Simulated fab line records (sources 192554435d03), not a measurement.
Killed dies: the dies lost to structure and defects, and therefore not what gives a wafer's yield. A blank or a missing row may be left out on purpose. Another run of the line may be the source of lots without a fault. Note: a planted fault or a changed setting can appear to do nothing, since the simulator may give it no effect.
Struck lot and sound lot, side by side || flow n5 finfet || 37 steps out of a route of 1938
Sound: wafers L761.1, L761.5, L761.6. Wafers struck: L756.1, L756.5, L756.6. At the end, the cause is stated.
For every step that has rows: the tool of each side, followed by ch and its chambers, followed by its first start. Under that, the readings that differ: sound wafers || struck wafers || difference of the means || sigmas: that difference in standard deviations of wafers without a fault.
alike: readings whose means differ by less than 2 such deviations, and words and numbers that are the same on both sides. not compared: withheld readings, readings that some wafer has no value for, bounds like >300 that may hide the same value, and numbers for which the record gives no deviation and whose values overlap.
A row with sigmas, a row that says differs or no value, or rows on one side alone: a step with any of these is where the two part. Numbers that don't overlap but have no deviation are shown without sigmas and don't part them. A reading that every wafer of one side lacks parts them only if that side has two wafers or more.

first, 12 steps without rows for these wafers: N5_SD_EPI_P_STRIP_38 (strips in N2/H2); N5_SD_EPI_P_ETCHBACK_46 (etches SiNx in CH3F/O2, stops on SiO2, target depth 17.5 nm); N5_SD_EPI_P_ETCH_47 (etches SiOCN in CH3F/O2, target depth 25 nm); N5_SD_EPI_P_ETCH_16 (etches SiO2 in CHF3/O2, target depth 5 nm); N5_SD_EPI_P_STRIP_50 (strips in CHF3/O2); N5_SD_EPI_P_SD_RECESS_17 (chemistry HBr/Cl2/O2, target depth 39.1 nm, bt time 3 s); N5_SD_EPI_P_WET_ETCH_45 (etches SiO2 in dHF, time 10.7 s, target depth 2 nm, rinse time 30 s); N5_SD_EPI_P_STRIP_40 (strips in N2/H2); N5_SD_EPI_P_PRECLEAN_52 (cleans in O3/DIW, time 60 s); N5_SD_EPI_P_SRD_20 (time 30 s); N5_SD_EPI_P_PRECLEAN_51 (cleans in NF3:NH3, afs cycles 1, time 20 s, sublimation time 60 s); N5_SD_EPI_P_VAPOR_ETCH_44 (etches SiGe30 in NF3/Ar, time 3.3 s).
N5_SD_EPI_P_EPI_21: deposits SiGe:B, time 355 s.
  sound on epi rpcvd-01 ch 0, day 7 13:57; struck on epi rpcvd-02 ch 0, day 6 13:33
{"reading": "model.SiGe-B_of_SD_EPI_P_EPI_21.thk nm (nm)", "sound": "60.4 60.8 60.2", "struck": "52.8 52.4 52.8", "difference": -7.8, "sigmas": ""}
N5_SD_EPI_P_EPI_MEAS_23:
  sound on film metro-02, day 7 17:51; struck on film metro-02, day 6 15:44
{"reading": "thk nm (nm)", "sound": "60.4 62.9 60.2", "struck": "52.9 55.0 52.9", "difference": -7.6, "sigmas": -6}
then, 8 steps without rows for these wafers: N5_SD_EPI_P_HM_STRIP_48 (strips SiNx in H3PO4, material SiNx, target depth 3 nm); N5_SD_EPI_P_SRD_49 (time 30 s); N5_SD_EPI_P_PRECLEAN_24 (cleans in O3/DIW, time 45 s); N5_SD_EPI_P_PRECLEAN_32 (cleans in dHF, time 10 s); N5_SD_EPI_P_PRECLEAN_33 (cleans in SC2, time 45 s); N5_SD_EPI_P_SRD_25 (time 30 s); N5_SD_ACTIVATION_RTA_00 (time 0 s); N5_SD_ACTIVATION_LSA_01 (time 0.0008 s).
N5_SD_ACTIVATION_RS_MEAS_03: a four-point-probe measurement.
  sound on film metro-02, day 7 18:34; struck on film metro-01, day 6 16:32
{"reading": "RS_SD_P (ohm/sq)", "sound": "57.5 56.4 57.5", "struck": "65.5 66.0 66.1", "difference": "+8.7", "sigmas": "+9"}
  alike: RS_SD_N
then, 12 steps without rows for these wafers: N5_ILD0_LINER_00 (material SiNx, target thk 4 nm, pulse time 1 s, purge time 2 s); N5_ILD0_FCVD_FILL_01 (material SiO2 flowable, target thk 200 nm, time 328.3 s); N5_ILD0_CURE_02 (time 1800 s); N5_ILD0_CMP_03 (polishes, stops on SiNx, t overpolish 1.9 s, target thk 197.38 nm); N5_ILD0_CMP_07 (polishes SiO2 flowable, stops on poly-Si, t overpolish 1.18 s, target thk 138.88 nm); N5_ILD0_PRECLEAN_10 (cleans in NF3:NH3, afs cycles 5, time 20 s, sublimation time 60 s); N5_ILD0_ALD_15 (deposits SiNx, target thk 24 nm, pulse time 1 s, ald cycles 480); N5_ILD0_CMP_12 (polishes SiNx, stops on poly-Si, t overpolish 6 s, target thk 17.67 nm); N5_SDB_HM_DEP_00 (deposits SiNx from SiH4/NH3/N2, target thk 40 nm, time 35.3 s); N5_SDB_COAT_03 (time 60 s, resist thk 100 nm); N5_SDB_COAT_04 (time 60 s, resist thk 18 nm); N5_SDB_COAT_05 (resist thk 90 nm).
N5_MOL_CONTACT_COAG_ETCH_110: etches Si in CF4/O2, target depth 2.5 nm, time 8 s.
  sound on rie diel-01 ch 0,1, day 8 22:47; struck on rie diel-01 ch 1,2, day 7 21:18
{"reading": "model.SiGe-B_of_SD_EPI_P_EPI_21.thk nm (nm)", "sound": "57.4 58 57.2", "struck": "50.2 49.8 50.2", "difference": -7.5, "sigmas": ""}
  alike: drypump motor current A, oes_ar_750_au, oes_f_703_au, oes product au, rf vpp V, showerhead plenum p Torr, throttle valve pct
  not compared: rf hours counter h
-- here the record skips 3 days between the struck wafers' starts before and after, leaving off in module MOL_CONTACT_COAG and picking up in module BEOL_M4 (first step shown: number 1111 of the route) --
N5_BEOL_M4_RC_MEAS_101:
  sound on prober-02 ch 0, day 12 12:56; struck on prober-02 ch 0, day 11 04:07
{"reading": "RS_SD_P (ohm/sq)", "sound": "66.5 66.4 67.5", "struck": "77.1 76.6 76.6", "difference": "+10.0", "sigmas": "+9"}
{"reading": "VT_P (mV)", "sound": "-249 -251 -249", "struck": "-261 -259 -258", "difference": -10, "sigmas": -3}
  alike: DIBL_N, DIBL_P, IOFF_N, IOFF_P, ION_N, ION_P, SS_N, SS_P, VT_N

WHERE THEY PART
Last at N5_BEOL_M4_RC_MEAS_101 as far as this record goes, first at N5_SD_EPI_P_EPI_MEAS_23.

WHY: what had been put in by the simulator
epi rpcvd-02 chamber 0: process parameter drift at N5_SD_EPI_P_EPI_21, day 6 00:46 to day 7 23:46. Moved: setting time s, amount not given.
